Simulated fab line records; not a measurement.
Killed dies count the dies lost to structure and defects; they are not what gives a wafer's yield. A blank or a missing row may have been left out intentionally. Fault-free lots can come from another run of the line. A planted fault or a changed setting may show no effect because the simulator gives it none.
Which tool is to blame? :: flow n5-finfet :: 10 lots with 30 wafers sampled at 4 steps, on a route of 1938 steps

== WHAT THE GAUGES SHOWED, per wafer ==
The record holds no reading of a measuring or inspecting step that can be judged against a usual standard deviation.

== EACH LOT AND THE TOOL THAT RAN IT (in order: tool; ch and the chambers of the sampled wafers; start) ==
lot: L336
N5_BEOL_M13_VIA_ETCH_16: rie-diel-05 ch 0,2,3, day 11 16:15
N5_BEOL_M13_STRIP_63: plasma-asher-01 ch 0,1, day 11 16:29
N5_BEOL_M13_ETCH_67: rie-diel-06 ch 0,1,2, day 11 17:10
N5_BEOL_M13_STRIP_37: plasma-asher-02 ch 0,1, day 11 17:44

lot: L338
N5_BEOL_M13_VIA_ETCH_16: rie-diel-06 ch 0,2,3, day 12 11:11
N5_BEOL_M13_STRIP_63: plasma-asher-01 ch 0,1, day 12 11:26
N5_BEOL_M13_ETCH_67: rie-diel-06 ch 0,2,3, day 12 12:05
N5_BEOL_M13_STRIP_37: plasma-asher-01 ch 0,1, day 12 12:40

lot: L340
N5_BEOL_M13_VIA_ETCH_16: rie-diel-05 ch 0,2,3, day 12 16:40
N5_BEOL_M13_STRIP_63: plasma-asher-01 ch 0,1, day 12 16:55
N5_BEOL_M13_ETCH_67: rie-diel-06 ch 0,1,2, day 12 17:41
N5_BEOL_M13_STRIP_37: plasma-asher-02 ch 0,1, day 12 18:17

lot: L351
N5_BEOL_M13_VIA_ETCH_16: rie-diel-05 ch 0,1,3, day 15 02:20
N5_BEOL_M13_STRIP_63: plasma-asher-02 ch 0,1, day 15 02:35
N5_BEOL_M13_ETCH_67: rie-diel-02 ch 0,2,3, day 15 03:23
N5_BEOL_M13_STRIP_37: plasma-asher-02 ch 0,1, day 15 03:58

lot: L350
N5_BEOL_M13_VIA_ETCH_16: rie-diel-06 ch 0,2,3, day 15 07:34
N5_BEOL_M13_STRIP_63: plasma-asher-02 ch 0,1, day 15 07:48
N5_BEOL_M13_ETCH_67: rie-diel-06 ch 0,3, day 15 08:33
N5_BEOL_M13_STRIP_37: plasma-asher-01 ch 0,1, day 15 09:08

lot: L354
N5_BEOL_M13_VIA_ETCH_16: rie-diel-02 ch 0,1,2, day 16 09:15
N5_BEOL_M13_STRIP_63: plasma-asher-01 ch 0,1, day 16 09:42
N5_BEOL_M13_ETCH_67: rie-diel-06 ch 0,1,2, day 16 10:23
N5_BEOL_M13_STRIP_37: plasma-asher-01 ch 0,1, day 16 10:58

lot: L356
N5_BEOL_M13_VIA_ETCH_16: rie-diel-06 ch 1,2, day 16 09:49
N5_BEOL_M13_STRIP_63: plasma-asher-01 ch 0, day 16 10:04
N5_BEOL_M13_ETCH_67: rie-diel-06 ch 1,2,3, day 16 10:56
N5_BEOL_M13_STRIP_37: plasma-asher-01 ch 0, day 16 11:50

lot: L357
N5_BEOL_M13_VIA_ETCH_16: rie-diel-06 ch 1,2,3, day 17 05:31
N5_BEOL_M13_STRIP_63: plasma-asher-01 ch 0,1, day 17 05:44
N5_BEOL_M13_ETCH_67: rie-diel-06 ch 0,2,3, day 17 06:32
N5_BEOL_M13_STRIP_37: plasma-asher-02 ch 0,1, day 17 07:12

lot: L358
N5_BEOL_M13_VIA_ETCH_16: rie-diel-05 ch 1,2,3, day 17 14:01
N5_BEOL_M13_STRIP_63: plasma-asher-02 ch 0,1, day 17 14:16
N5_BEOL_M13_ETCH_67: rie-diel-02 ch 1,3, day 17 15:02
N5_BEOL_M13_STRIP_37: plasma-asher-02 ch 0,1, day 17 15:37

lot: L359
N5_BEOL_M13_VIA_ETCH_16: rie-diel-06 ch 2,3, day 17 20:46
N5_BEOL_M13_STRIP_63: plasma-asher-02 ch 0,1, day 17 21:01
N5_BEOL_M13_ETCH_67: rie-diel-06 ch 1,2,3, day 17 22:07
N5_BEOL_M13_STRIP_37: plasma-asher-02 ch 0, day 17 22:42
- N5_BEOL_M13_VIA_ETCH_16: etches SiOC in C4F8/O2/Ar, target depth 921.7 nm.
- N5_BEOL_M13_STRIP_63: strips in N2/H2.
- N5_BEOL_M13_ETCH_67: etches SiARC in CF4, target depth 143 nm, time 238.3 s.
- N5_BEOL_M13_STRIP_37: strips in N2/H2.

== WHAT THE TOOLS THEMSELVES READ (means of the sampled wafers that have a number; where no wafer has one, the mark that the record gives instead) ==
N5_BEOL_M13_VIA_ETCH_16. Usual: drypump-motor-current-A 5.7 A, standard deviation 0.35; oes-product-au 0.70 a.u., standard deviation 0.074; rf-vpp-V 665 V, standard deviation 4; showerhead-plenum-p-Torr 3.39 Torr, standard deviation 0.13; throttle-valve-pct 24.24 %, standard deviation 0.28.
lot: L336
tool: rie-diel-05
drypump-motor-current-A (A): 5.9
oes-product-au (a.u.): 0.70
rf-vpp-V (V): 665
showerhead-plenum-p-Torr (Torr): 3.42
throttle-valve-pct (%): 24.12
flag: 

lot: L338
tool: rie-diel-06
drypump-motor-current-A (A): 5.6
oes-product-au (a.u.): 0.73
rf-vpp-V (V): 668
showerhead-plenum-p-Torr (Torr): 3.48
throttle-valve-pct (%): 24.22
flag: 

lot: L340
tool: rie-diel-05
drypump-motor-current-A (A): 5.9
oes-product-au (a.u.): 0.69
rf-vpp-V (V): 665
showerhead-plenum-p-Torr (Torr): 3.42
throttle-valve-pct (%): 24.12
flag: 

lot: L351
tool: rie-diel-05
drypump-motor-current-A (A): 5.6
oes-product-au (a.u.): 0.71
rf-vpp-V (V): 663
showerhead-plenum-p-Torr (Torr): 3.36
throttle-valve-pct (%): 24.24
flag: 

lot: L350
tool: rie-diel-06
drypump-motor-current-A (A): 5.7
oes-product-au (a.u.): 0.70
rf-vpp-V (V): 667
showerhead-plenum-p-Torr (Torr): 3.47
throttle-valve-pct (%): 24.24
flag: 

lot: L354
tool: rie-diel-02
drypump-motor-current-A (A): 5.7
oes-product-au (a.u.): 0.70
rf-vpp-V (V): 666
showerhead-plenum-p-Torr (Torr): 3.44
throttle-valve-pct (%): 24.21
flag: 

lot: L356
tool: rie-diel-06
drypump-motor-current-A (A): 5.9
oes-product-au (a.u.): 0.64
rf-vpp-V (V): 659
showerhead-plenum-p-Torr (Torr): 3.18
throttle-valve-pct (%): 24.66
flag: 

lot: L357
tool: rie-diel-06
drypump-motor-current-A (A): 5.7
oes-product-au (a.u.): 0.68
rf-vpp-V (V): 663
showerhead-plenum-p-Torr (Torr): 3.33
throttle-valve-pct (%): 24.40
flag: 

lot: L358
tool: rie-diel-05
drypump-motor-current-A (A): 5.6
oes-product-au (a.u.): 0.77
rf-vpp-V (V): 664
showerhead-plenum-p-Torr (Torr): 3.38
throttle-valve-pct (%): 24.03
flag: 

lot: L359
tool: rie-diel-06
drypump-motor-current-A (A): 5.7
oes-product-au (a.u.): 0.67
rf-vpp-V (V): 663
showerhead-plenum-p-Torr (Torr): 3.37
throttle-valve-pct (%): 24.37
flag: 

N5_BEOL_M13_STRIP_63. Usual: drypump-motor-current-A 5.4 A, standard deviation 0.47; heater-power-w 337 W, standard deviation 21; oes-product-au 0.674 a.u., standard deviation 0.0046; strip-time-to-endpoint-s 28.2 s, standard deviation 0.9.
lot: L336
tool: plasma-asher-01
drypump-motor-current-A (A): 5.3
heater-power-w (W): 333
oes-product-au (a.u.): 0.677
strip-time-to-endpoint-s (s): 28.5
flag: 

lot: L338
tool: plasma-asher-01
drypump-motor-current-A (A): 5.7
heater-power-w (W): 350
oes-product-au (a.u.): 0.675
strip-time-to-endpoint-s (s): 29.0
flag: 

lot: L340
tool: plasma-asher-01
drypump-motor-current-A (A): 5.3
heater-power-w (W): 341
oes-product-au (a.u.): 0.678
strip-time-to-endpoint-s (s): 27.3
flag: 

lot: L351
tool: plasma-asher-02
drypump-motor-current-A (A): 5.5
heater-power-w (W): 319
oes-product-au (a.u.): 0.675
strip-time-to-endpoint-s (s): 28.0
flag: 

lot: L350
tool: plasma-asher-02
drypump-motor-current-A (A): 5.2
heater-power-w (W): 330
oes-product-au (a.u.): 0.676
strip-time-to-endpoint-s (s): 29.3
flag: 

lot: L354
tool: plasma-asher-01
drypump-motor-current-A (A): 5.7
heater-power-w (W): 346
oes-product-au (a.u.): 0.676
strip-time-to-endpoint-s (s): 28.6
flag: 

lot: L356
tool: plasma-asher-01
drypump-motor-current-A (A): 5.0
heater-power-w (W): 326
oes-product-au (a.u.): 0.676
strip-time-to-endpoint-s (s): 28.4
flag: 

lot: L357
tool: plasma-asher-01
drypump-motor-current-A (A): 5.6
heater-power-w (W): 345
oes-product-au (a.u.): 0.675
strip-time-to-endpoint-s (s): 28.5
flag: 

lot: L358
tool: plasma-asher-02
drypump-motor-current-A (A): 5.5
heater-power-w (W): 316
oes-product-au (a.u.): 0.672
strip-time-to-endpoint-s (s): 27.8
flag: 

lot: L359
tool: plasma-asher-02
drypump-motor-current-A (A): 5.5
heater-power-w (W): 318
oes-product-au (a.u.): 0.677
strip-time-to-endpoint-s (s): 27.7
flag: 

N5_BEOL_M13_ETCH_67. Usual: drypump-motor-current-A 5.7 A, standard deviation 0.32; etch-rf-on-time-s 237 s, standard deviation 3; oes-product-au 0.66 a.u., standard deviation 0.068; rf-vpp-V 183.9 V, standard deviation 1.5; showerhead-plenum-p-Torr 2.13 Torr, standard deviation 0.099; throttle-valve-pct 15.7 %, standard deviation 0.3.
lot: L336
tool: rie-diel-06
drypump-motor-current-A (A): 5.8
etch-rf-on-time-s (s): 235
oes-product-au (a.u.): 0.64
rf-vpp-V (V): 183.2
showerhead-plenum-p-Torr (Torr): 2.09
throttle-valve-pct (%): 15.9
flag: 

lot: L338
tool: rie-diel-06
drypump-motor-current-A (A): 5.6
etch-rf-on-time-s (s): 194
oes-product-au (a.u.): 0.78
rf-vpp-V (V): 185.1
showerhead-plenum-p-Torr (Torr): 2.19
throttle-valve-pct (%): 15.7
flag: OFF

lot: L340
tool: rie-diel-06
drypump-motor-current-A (A): 5.8
etch-rf-on-time-s (s): 218
oes-product-au (a.u.): 0.68
rf-vpp-V (V): 183.2
showerhead-plenum-p-Torr (Torr): 2.09
throttle-valve-pct (%): 15.9
flag: OFF

lot: L351
tool: rie-diel-02
drypump-motor-current-A (A): 5.5
etch-rf-on-time-s (s): 240
oes-product-au (a.u.): 0.66
rf-vpp-V (V): 184.0
showerhead-plenum-p-Torr (Torr): 2.12
throttle-valve-pct (%): 15.6
flag: 

lot: L350
tool: rie-diel-06
drypump-motor-current-A (A): 5.6
etch-rf-on-time-s (s): 237
oes-product-au (a.u.): 0.69
rf-vpp-V (V): 185.1
showerhead-plenum-p-Torr (Torr): 2.24
throttle-valve-pct (%): 15.6
flag: 

lot: L354
tool: rie-diel-06
drypump-motor-current-A (A): 5.9
etch-rf-on-time-s (s): 237
oes-product-au (a.u.): 0.62
rf-vpp-V (V): 183.3
showerhead-plenum-p-Torr (Torr): 2.08
throttle-valve-pct (%): 16.0
flag: 

lot: L356
tool: rie-diel-06
drypump-motor-current-A (A): 5.7
etch-rf-on-time-s (s): 234
oes-product-au (a.u.): 0.65
rf-vpp-V (V): 182.9
showerhead-plenum-p-Torr (Torr): 2.09
throttle-valve-pct (%): 15.8
flag: 

lot: L357
tool: rie-diel-06
drypump-motor-current-A (A): 5.6
etch-rf-on-time-s (s): 240
oes-product-au (a.u.): 0.66
rf-vpp-V (V): 184.8
showerhead-plenum-p-Torr (Torr): 2.17
throttle-valve-pct (%): 15.7
flag: 

lot: L358
tool: rie-diel-02
drypump-motor-current-A (A): 5.8
etch-rf-on-time-s (s): 241
oes-product-au (a.u.): 0.61
rf-vpp-V (V): 185.1
showerhead-plenum-p-Torr (Torr): 2.15
throttle-valve-pct (%): 15.9
flag: 

lot: L359
tool: rie-diel-06
drypump-motor-current-A (A): 5.7
etch-rf-on-time-s (s): 236
oes-product-au (a.u.): 0.64
rf-vpp-V (V): 183.6
showerhead-plenum-p-Torr (Torr): 2.09
throttle-valve-pct (%): 15.9
flag: 

N5_BEOL_M13_STRIP_37. Usual: drypump-motor-current-A 5.4 A, standard deviation 0.45; heater-power-w 333 W, standard deviation 23; oes-product-au 0.783 a.u., standard deviation 0.011.
lot: L336
tool: plasma-asher-02
drypump-motor-current-A (A): 5.5
heater-power-w (W): 314
oes-product-au (a.u.): 0.791
flag: 

lot: L338
tool: plasma-asher-01
drypump-motor-current-A (A): 5.3
heater-power-w (W): 336
oes-product-au (a.u.): 0.794
flag: 

lot: L340
tool: plasma-asher-02
drypump-motor-current-A (A): 5.5
heater-power-w (W): 317
oes-product-au (a.u.): 0.778
flag: 

lot: L351
tool: plasma-asher-02
drypump-motor-current-A (A): 5.5
heater-power-w (W): 316
oes-product-au (a.u.): 0.781
flag: 

lot: L350
tool: plasma-asher-01
drypump-motor-current-A (A): 5.3
heater-power-w (W): 336
oes-product-au (a.u.): 0.783
flag: 

lot: L354
tool: plasma-asher-01
drypump-motor-current-A (A): 5.3
heater-power-w (W): 341
oes-product-au (a.u.): 0.783
flag: 

lot: L356
tool: plasma-asher-01
drypump-motor-current-A (A): 4.9
heater-power-w (W): 326
oes-product-au (a.u.): 0.787
flag: 

lot: L357
tool: plasma-asher-02
drypump-motor-current-A (A): 5.5
heater-power-w (W): 316
oes-product-au (a.u.): 0.779
flag: 

lot: L358
tool: plasma-asher-02
drypump-motor-current-A (A): 5.2
heater-power-w (W): 332
oes-product-au (a.u.): 0.785
flag: 

lot: L359
tool: plasma-asher-02
drypump-motor-current-A (A): 5.7
heater-power-w (W): 300
oes-product-au (a.u.): 0.795
flag: 

== THE ANSWER, worked out from the rows above alone ==
Rule: a lot counts as off when the mean over its wafers that have a number is more than 3 standard deviations away from the usual mean. Also off: a lot with no number at a reading for which 4 or more lots have one. Where the step has rows for the other lots, those lots are counted as sound. The gauges are gone through in route order, then the tools' own readings, and for those a lot's mean is taken as printed above. The first step at which some lot is off is used, and at that step the reading that is off furthest; a lot without a number counts as furthest.
Off at N5_BEOL_M13_ETCH_67 (etch-rf-on-time-s): L338, L340.
If a tool, at that step or one of the process steps before it, ran each lot that is off and ran no sound lot following the first of them, it fits. Not one of the candidates tried fits.

== WHAT THE SIMULATOR PUT IN ==
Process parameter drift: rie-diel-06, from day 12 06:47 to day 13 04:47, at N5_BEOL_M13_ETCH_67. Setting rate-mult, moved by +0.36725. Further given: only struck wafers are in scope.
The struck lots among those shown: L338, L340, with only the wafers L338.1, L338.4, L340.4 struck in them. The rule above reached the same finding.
